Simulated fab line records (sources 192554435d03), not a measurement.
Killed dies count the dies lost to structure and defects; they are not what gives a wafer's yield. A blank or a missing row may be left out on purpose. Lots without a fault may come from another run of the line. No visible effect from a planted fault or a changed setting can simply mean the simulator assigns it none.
Comparing a struck lot with a sound one -- flow n5Finfet -- 37 out of 1938 route steps
Sound: these wafers, L347.2, L347.3, L347.6. Wafers struck: L338.1, L338.3, L338.4. Last of all comes the cause.
For every step that has rows: the tool of each side, followed by ch and its chambers, followed by its first start. Under that, the readings that differ: sound wafers -- struck wafers -- difference of the means -- sigmas: that difference in standard deviations of wafers without a fault.
alike: readings whose means differ by less than 2 such deviations, and words and numbers that are the same on both sides. not compared: withheld readings, readings that some wafer has no value for, bounds like >300 that may hide the same value, and numbers for which the record gives no deviation and whose values overlap.
Wherever a step has rows on one side only, a row that says differs or no value, or a row with sigmas, the two part there. Numbers that don't overlap but have no deviation are shown without sigmas and don't part them. Lack of a reading on every wafer of one side parts them only where that side has two or more wafers.

first, 9 steps without rows for these wafers: N5_BEOL_M4_ANNEAL_95 (time 240 s); N5_BEOL_M4_SPUTTER_96 (material Cu, target thk 4.5 nm, time 8.29 s); N5_BEOL_M4_ECD_50 (material Cu, target thk 300 nm); N5_BEOL_M4_ANNEAL_51 (time 90 s); N5_BEOL_M4_CMP_52 (polishes, stops on SiOC, t overpolish 6.8 s, target thk 40 nm); N5_BEOL_M4_PRE_CLEAN_60 (time 15 s); N5_BEOL_M4_CO_CAP_55 (material Co, precursor CCTBA/H2, target thk 2 nm, time 102.1 s); N5_BEOL_M4_PRE_CLEAN_56 (time 15 s); N5_BEOL_M4_DEP_57 (deposits SiCN from 3MS/NH3, target thk 8 nm, time 14 s).
N5_BEOL_M4_RC_MEAS_101:
  sound on prober-02 ch 0, day 14 14:28; struck on prober-01 ch 0, day 11 17:31
  alike: DIBL_N, DIBL_P, IOFF_N, IOFF_P, ION_N, ION_P, SS_N, SS_P, VT_N, VT_P
then, 24 steps without rows for these wafers: N5_BEOL_M5_ILD_DEP_00 (deposits SiCOH lowk from DEMS/porogen, target thk 140.64 nm, time 25.9 s); N5_BEOL_M5_CURE_79 (cures SiCOH lowk, time 240 s); N5_BEOL_M5_PECVD_70 (deposits SiO2 from TEOS/O2, target thk 16 nm, time 18 s); N5_BEOL_M5_HM_DEP_02 (deposits TiN, target thk 20 nm); N5_BEOL_M5_COAT_59 (time 60 s, resist thk 60 nm); N5_BEOL_M5_COAT_60 (time 60 s, resist thk 12 nm); N5_BEOL_M5_COAT_71 (time 60 s, resist thk 5 nm); N5_BEOL_M5_COAT_05 (resist thk 30 nm); N5_BEOL_M5_EBR_07; N5_BEOL_M5_SOFTBAKE_06 (time 60 s); N5_BEOL_M5_EXPOSE_08 (exposes mask M5, target cd 28 nm); N5_BEOL_M5_PEB_09 (peb time 60 s); N5_BEOL_M5_DEVELOP_10 (develop time 30 s); N5_BEOL_M5_DESCUM_16 (chemistry O2, time 7 s); N5_BEOL_M5_ETCH_72 (etches underlayer in N2/H2, target depth 6.5 nm, time 5.2 s); N5_BEOL_M5_ETCH_61 (etches SiARC in CF4, target depth 15.6 nm, time 26 s); N5_BEOL_M5_ETCH_62 (etches SOC in N2/H2, target depth 75 nm, overetch 15 nm, time 112.5 s); N5_BEOL_M5_STRIP_63 (strips in N2/H2); N5_BEOL_M5_STRIP_73 (strips in N2/H2); N5_BEOL_M5_STRIP_64 (strips in CF4); N5_BEOL_M5_HM_OPEN_17 (chemistry Cl2/BCl3, target TiN, target depth 20 nm, overetch 6 nm); N5_BEOL_M5_STRIP_19 (strips in O2); N5_BEOL_M5_COAT_65 (time 60 s, resist thk 60 nm); N5_BEOL_M5_COAT_66 (time 60 s, resist thk 12 nm).
-- a jump in the record: the struck wafers' starts before and after are 3 days apart (it breaks off in module BEOL_M5 and resumes in module BEOL_M11, where the first step shown is number 1594 of the route) --
N5_BEOL_M11_ECD_50: material Cu, target thk 318 nm.
  sound on ecdCu-01 ch 1, day 17 17:41; struck on ecdCu-01 ch 0,1, day 14 13:01
N5_BEOL_M11_CMP_52: polishes, stops on SiCOH lowk, t overpolish 7 s, target thk 140 nm.
  sound on cmp-04 ch 0,1,2, day 17 18:14; struck on cmp-01 ch 0,2,3, day 14 13:29
reading,sound,struck,difference,sigmas
timeToEndpointS (s),66.6 67.7 71.7,2.6 2.7 4.9,-65.3,-23
  alike: clearingPlatenRpm, motorCurrentA
-- here the record skips 2 days between the struck wafers' starts before and after, leaving off in module BEOL_M11 and picking up in module PASSIVATION (first step shown: number 1936 of the route) --
N5_PASSIVATION_PROBE_49:
  the record has rows for the struck wafers here (prober-02, day 16 17:03) and none for the sound ones

## WHERE THEY PART
Last at N5_PASSIVATION_PROBE_49 as far as this record goes, first at N5_BEOL_M11_CMP_52.

WHY: what the simulator had put in
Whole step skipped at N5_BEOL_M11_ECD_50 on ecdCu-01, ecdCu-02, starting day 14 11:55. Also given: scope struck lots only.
